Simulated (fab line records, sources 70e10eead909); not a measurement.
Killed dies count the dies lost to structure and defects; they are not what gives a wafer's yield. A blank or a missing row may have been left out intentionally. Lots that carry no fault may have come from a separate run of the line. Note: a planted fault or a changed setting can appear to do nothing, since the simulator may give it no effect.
Matching of chambers	flow nandHarc	rieDiel-06 running NHARC_A_SLIT_DESCUM_14: 3 sister chambers
The step chemistry O2, time 3 s. 16 wafers are shown with their chamber, then 7 later ones without.

## WAFERS PAIRED WITH THEIR CHAMBERS
wafer	chamber	showerheadPlenumPTorr (Torr)	drypumpMotorCurrentA (A)	oesProductAu (a.u.)
L074.2	1	1.81	5.0	0.989
L074.3	3	2.01	5.5	0.999
L074.6	2	1.88	5.6	0.999
L078.1	1	1.81	5.1	1.004
L078.3	2	1.88	5.6	1.000
L078.6	1	1.81	5.1	0.992
L080.1	3	2.01	5.5	1.004
L080.2	1	1.81	5.0	1.007
L080.4	2	1.88	5.6	1.002
L083.3	1	1.81	5.0	0.984
L083.5	2	1.88	5.6	0.998
L083.6	3	2.00	5.5	1.002
L087.1	3	2.00	5.5	1.017
L087.5	3	2.00	5.5	1.005
L087.6	2	1.88	5.6	1.001
L089.1	1	1.81	5.0	1.000

SIGNATURES (means of the wafers above)
reading	chamber 1	chamber 2	chamber 3	scatter within a chamber
showerheadPlenumPTorr	1.8100	1.8800	2.0040	0.00304
drypumpMotorCurrentA	5.033	5.600	5.500	0.032
oesProductAu	0.99600	1.00000	1.00540	0.00685
Rule: distance of a wafer from a chamber = root of the sum over the readings of ((wafer's reading minus chamber's mean) / reading's scatter) squared. If the next closest chamber is less than 2 further off than the closest, the wafer can't be placed; otherwise it belongs to the closest. The scatter: take each reading less its chamber's mean, square it, sum over the shown wafers, divide by the number of wafers less the number of chambers, and take the root.

## WAFERS WITH NO CHAMBER GIVEN
wafer	showerheadPlenumPTorr (Torr)	drypumpMotorCurrentA (A)	oesProductAu (a.u.)
L089.5	1.88	5.6	0.999
L089.6	2.00	5.6	1.003
L097.1	2.00	5.6	1.000
L097.4	1.81	5.0	0.995
L096.2	1.88	5.6	1.006
L096.4	1.81	5.0	1.008
L096.6	2.00	5.6	1.005

## CHAMBER TAKEN BY EACH
wafer	from the rows above	in truth
L089.5	2	2
L089.6	3	3
L097.1	3	3
L097.4	1	1
L096.2	2	2
L096.4	1	1
L096.6	3	3
Placed correctly: 7 of 7. From these rows, 0 cannot be placed. Placed wrongly: 0.
